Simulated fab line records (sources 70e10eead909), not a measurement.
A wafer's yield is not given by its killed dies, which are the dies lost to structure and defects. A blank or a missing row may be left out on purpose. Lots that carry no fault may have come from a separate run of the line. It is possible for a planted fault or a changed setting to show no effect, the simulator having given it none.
Matching of chambers + flow nand-harc + 4 sister chambers for NHARC_A_CONTACT_ALD_18 on ald-metal-01
The step deposits TiN, target thk 3 nm, pulse time 1 s, ald cycles 150. 8 wafers are shown with their chamber, then 8 later ones without.

WAFERS PAIRED WITH THEIR CHAMBERS
| wafer  | chamber | heater-power-w (W) | precursor-pulse-height-rel |
|--------|---------|--------------------|----------------------------|
| L083.1 | 1       | 1132               | 0.980                      |
| L086.1 | 2       | 1175               | 0.980                      |
| L086.2 | 0       | 984                | 1.027                      |
| L086.5 | 1       | 1172               | 1.001                      |
| L089.1 | 0       | 1005               | 0.977                      |
| L089.2 | 3       | 1031               | 1.009                      |
| L089.3 | 2       | 1190               | 0.995                      |
| L093.1 | 3       | 1024               | 1.020                      |

WAFERS MISSING THEIR CHAMBER
| wafer  | heater-power-w (W) | precursor-pulse-height-rel |
|--------|--------------------|----------------------------|
| L093.3 | 1019               | 0.994                      |
| L093.5 | 1166               | 0.982                      |
| L094.1 | 1137               | 1.008                      |
| L094.4 | 1137               | 1.016                      |
| L094.5 | 1142               | 0.999                      |
| L096.1 | 1026               | 1.006                      |
| L096.2 | 1011               | 0.995                      |
| L096.3 | 1126               | 0.981                      |

CHAMBER TAKEN BY EACH
| wafer  | from the rows above     | in truth |
|--------|-------------------------|----------|
| L093.3 | can't be placed: 3 or 0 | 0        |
| L093.5 | can't be placed: 1 or 2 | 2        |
| L094.1 | can't be placed: 1 or 2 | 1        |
| L094.4 | can't be placed: 1 or 2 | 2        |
| L094.5 | can't be placed: 1 or 2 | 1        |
| L096.1 | can't be placed: 3 or 0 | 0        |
| L096.2 | can't be placed: 0 or 3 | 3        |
| L096.3 | can't be placed: 1 or 2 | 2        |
Correctly placed: 0 of 8. These rows do not allow placing 8 (true chamber among the candidates in 8). Placed wrongly: 0.
How it was worked out, from the rows above alone: a wafer's distance from a chamber is the root of the sum, over the readings, of the square of ((its reading less the chamber's mean) divided by the reading's scatter). If the next closest chamber is less than 2 further off than the closest, the wafer can't be placed; otherwise it belongs to the closest. The mean given for a chamber averages the wafers shown for that chamber. The scatter: the root of (the sum of the squares of (reading less its chamber's mean) over the shown wafers, divided by (wafers less chambers)).
